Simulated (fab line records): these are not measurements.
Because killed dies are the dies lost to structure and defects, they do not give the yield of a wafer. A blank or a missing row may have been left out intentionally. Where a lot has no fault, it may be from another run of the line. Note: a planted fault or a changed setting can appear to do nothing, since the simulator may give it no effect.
Matching of chambers | flow nandHarc | 3 sister chambers for NHARC_A_BLC_STRIP_21 on rieDiel-10
The step strips in O2. 6 wafers are shown with their chamber, then 4 later ones without.

== WAFERS PAIRED WITH THEIR CHAMBERS ==
wafer  | chamber | showerheadPlenumPTorr (Torr) | drypumpMotorCurrentA (A)
L079.5 | 1       | 3.62                         | 5.5
L087.6 | 0       | 3.68                         | 5.8
L089.5 | 1       | 3.61                         | 5.4
L089.6 | 0       | 3.68                         | 5.8
L091.3 | 2       | 3.43                         | 4.7
L091.5 | 2       | 3.43                         | 4.7

== WAFERS MISSING THEIR CHAMBER ==
wafer  | showerheadPlenumPTorr (Torr) | drypumpMotorCurrentA (A)
L090.2 | 3.61                         | 5.5
L090.3 | 3.67                         | 5.8
L092.3 | 3.43                         | 4.7
L092.5 | 3.43                         | 4.7

== THE CHAMBER EACH PASSED THROUGH ==
wafer  | from the rows above | in truth
L090.2 | 1                   | 1
L090.3 | 0                   | 0
L092.3 | 2                   | 2
L092.5 | 2                   | 2
Correct placement for 4 of the 4. Left unplaced by these rows: 0. Number placed wrongly: 0.
How it was worked out, from the rows above alone: a wafer's distance from a chamber is the root of the sum, over the readings, of the square of ((its reading less the chamber's mean) divided by the reading's scatter). If the next closest chamber is less than 2 further off than the closest, the wafer can't be placed; otherwise it belongs to the closest. For every chamber, the mean is computed from those of its wafers that are shown. The scatter is the square root of a quotient: the sum, over the shown wafers, of each reading's squared deviation from its chamber's mean, divided by wafers minus chambers.
